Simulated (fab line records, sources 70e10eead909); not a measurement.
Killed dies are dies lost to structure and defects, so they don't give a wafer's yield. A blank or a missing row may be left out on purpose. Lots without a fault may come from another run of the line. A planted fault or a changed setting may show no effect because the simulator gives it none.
Which tool did it? | flow nand_harc | 13 lots, 39 wafers sampled, at 5 steps of a route of 1302

WHAT THE GAUGES READ, wafer by wafer
NHARC_THIN_TSV_THK_MEAS_02: measures by ir. Usual: thk_nm 3041 nm, standard deviation 230.
lot  | measured     | on            | thk_nm (nm)    | flag
L799 | day 24 11:27 | film_metro-02 | 3052 2876 2488 |
L800 | day 24 18:12 | film_metro-02 | 3675 2998 3198 |
L801 | day 24 17:00 | film_metro-02 | 3320 3320 3419 |
L802 | day 25 22:28 | film_metro-02 | 2944 3078 3138 |
L804 | day 26 22:07 | film_metro-01 | 3125 3346 3028 |
L805 | day 27 00:30 | film_metro-01 | 2969 3198 3049 |
L806 | day 27 12:53 | film_metro-01 | 3175 2636 2827 |
L807 | day 28 02:13 | film_metro-01 | 2985 3353 3276 |
L810 | day 28 19:06 | film_metro-01 | 2480 2977 2426 |
L808 | day 28 20:19 | film_metro-01 | 3158 3310 2988 |
L809 | day 29 04:05 | film_metro-01 | 3013 2922 2693 |
L812 | day 30 12:08 | film_metro-02 | 2742 2827 2975 |
L815 | day 31 04:44 | film_metro-01 | 3155 2689 3081 |

NHARC_END_SORT_01. Usual: killed_at_array 56, standard deviation 19; killed_at_other 0.6, standard deviation 1; killed_at_periphery 3.9, standard deviation 2.7; killed_dies 61, standard deviation 19; killed_open 3.3, standard deviation 1.9; killed_short 2.4, standard deviation 1.7.
lot  | measured     | on        | killed_at_array | killed_at_other | killed_at_periphery | killed_dies | killed_open | killed_short | flag
L815 | day 31 23:44 | prober-01 | 62 49 118       | 1 1 0           | 8 4 3               | 71 54 121   | 5 2 5       | 3 3 0        |

WHICH TOOL RAN EACH LOT (tool, then ch and the chambers of the sampled wafers, then the start)
lot  | NHARC_A_CONTACT_STRIP_108          | NHARC_A_BONDPAD_PVD_27                  | NHARC_THIN_TSV_STRIP_56
L799 | rie_diel-08 ch 0,1,3, day 23 05:14 | pvd_sputter-01, day 24 11:27 or earlier | plasma_asher-01 ch 0,1, day 24 19:52
L800 | rie_diel-08 ch 1,3, day 23 11:08   | pvd_sputter-03, day 24 18:12 or earlier | plasma_asher-02 ch 0,1, day 25 01:40
L801 | rie_diel-08 ch 1,3, day 23 13:07   | pvd_sputter-01, day 24 17:00 or earlier | plasma_asher-02 ch 0,1, day 25 01:04
L802 | rie_diel-08 ch 1,2, day 24 16:56   | pvd_sputter-03, day 25 22:28 or earlier | plasma_asher-01 ch 0,1, day 26 06:12
L804 | rie_diel-04 ch 1,2, day 25 11:46   | pvd_sputter-01, day 26 22:07 or earlier | plasma_asher-02 ch 0,1, day 27 05:32
L805 | rie_diel-04 ch 1,3, day 25 17:09   | pvd_sputter-03, day 27 00:30 or earlier | plasma_asher-01 ch 0,1, day 27 08:26
L806 | rie_diel-04 ch 0,1,2, day 26 03:28 | pvd_sputter-01, day 27 12:53 or earlier | plasma_asher-01 ch 0,1, day 27 20:36
L807 | rie_diel-10 ch 0,3, day 26 20:07   | pvd_sputter-01, day 28 02:13 or earlier | plasma_asher-01 ch 0,1, day 28 09:46
L810 | rie_diel-08 ch 1,2,3, day 27 13:12 | pvd_sputter-01, day 28 19:06 or earlier | plasma_asher-02 ch 0,1, day 29 02:50
L808 | rie_diel-10 ch 1,2,3, day 27 15:14 | pvd_sputter-01, day 28 20:19 or earlier | plasma_asher-01 ch 0,1, day 29 03:46
L809 | rie_diel-04 ch 0,1,3, day 27 22:55 | pvd_sputter-02, day 29 04:05 or earlier | plasma_asher-02 ch 0,1, day 29 11:46
L812 | rie_diel-10 ch 0,1, day 29 05:55   | pvd_sputter-02, day 30 12:08 or earlier | plasma_asher-02 ch 0,1, day 30 20:18
L815 | rie_diel-04 ch 0,1,2, day 29 22:59 | pvd_sputter-01, day 31 04:44 or earlier | plasma_asher-01 ch 1, day 31 12:13
- NHARC_A_CONTACT_STRIP_108: strips in CF4/CHF3.
- NHARC_A_BONDPAD_PVD_27: deposits Cu, target thk 30 nm, time 20.49 s.
- NHARC_THIN_TSV_STRIP_56: strips in O2.

WHAT THE TOOLS THEMSELVES READ (means of the sampled wafers that have a number; where no wafer has one, the mark that the record gives instead)
NHARC_A_BONDPAD_PVD_27. Usual: throttle_valve_pct 30.3 %, standard deviation 1.
lot  | tool           | throttle_valve_pct (%) | flag
L799 | pvd_sputter-01 | 29.5                   |
L800 | pvd_sputter-03 | 31.3                   |
L801 | pvd_sputter-01 | 28.9                   |
L802 | pvd_sputter-03 | 30.2                   |
L804 | pvd_sputter-01 | 29.6                   |
L805 | pvd_sputter-03 | 31.0                   |
L806 | pvd_sputter-01 | 30.8                   |
L807 | pvd_sputter-01 | 29.9                   |
L810 | pvd_sputter-01 | 29.5                   |
L808 | pvd_sputter-01 | 29.4                   |
L809 | pvd_sputter-02 | 30.1                   |
L812 | pvd_sputter-02 | 30.3                   |
L815 | pvd_sputter-01 | 30.5                   |

NHARC_THIN_TSV_STRIP_56. Usual: drypump_motor_current_A 5.20 A, standard deviation 0.27; heater_power_w 355 W, standard deviation 38.
lot  | tool            | drypump_motor_current_A (A) | heater_power_w (W) | flag
L799 | plasma_asher-01 | 5.40                        | 392                |
L800 | plasma_asher-02 | 5.00                        | 337                |
L801 | plasma_asher-02 | 5.10                        | 330                |
L802 | plasma_asher-01 | 5.22                        | 350                |
L804 | plasma_asher-02 | 5.11                        | 332                |
L805 | plasma_asher-01 | 5.40                        | 389                |
L806 | plasma_asher-01 | 5.22                        | 355                |
L807 | plasma_asher-01 | 5.38                        | 388                |
L810 | plasma_asher-02 | 5.09                        | 329                |
L808 | plasma_asher-01 | 5.21                        | 352                |
L809 | plasma_asher-02 | 4.97                        | 347                |
L812 | plasma_asher-02 | 5.09                        | 331                |
L815 | plasma_asher-01 | 5.57                        | 391                |

THE ANSWER, worked out from the rows above alone
Rule: a lot is off if the mean of its wafers that have a number lies more than 3 standard deviations from the usual mean. A lot without any number at a reading at which 4 lots or more have one is off too. The other lots that the step has rows for count as sound. The gauges are gone through in route order, then the tools' own readings, and for those a lot's mean is taken as printed above. The first step at which some lot is off is used, and at that step the reading that is off furthest; a lot without a number counts as furthest.
No lot is off at any reading shown: from this, nothing can be told.

WHAT THE SIMULATOR HAD PUT IN
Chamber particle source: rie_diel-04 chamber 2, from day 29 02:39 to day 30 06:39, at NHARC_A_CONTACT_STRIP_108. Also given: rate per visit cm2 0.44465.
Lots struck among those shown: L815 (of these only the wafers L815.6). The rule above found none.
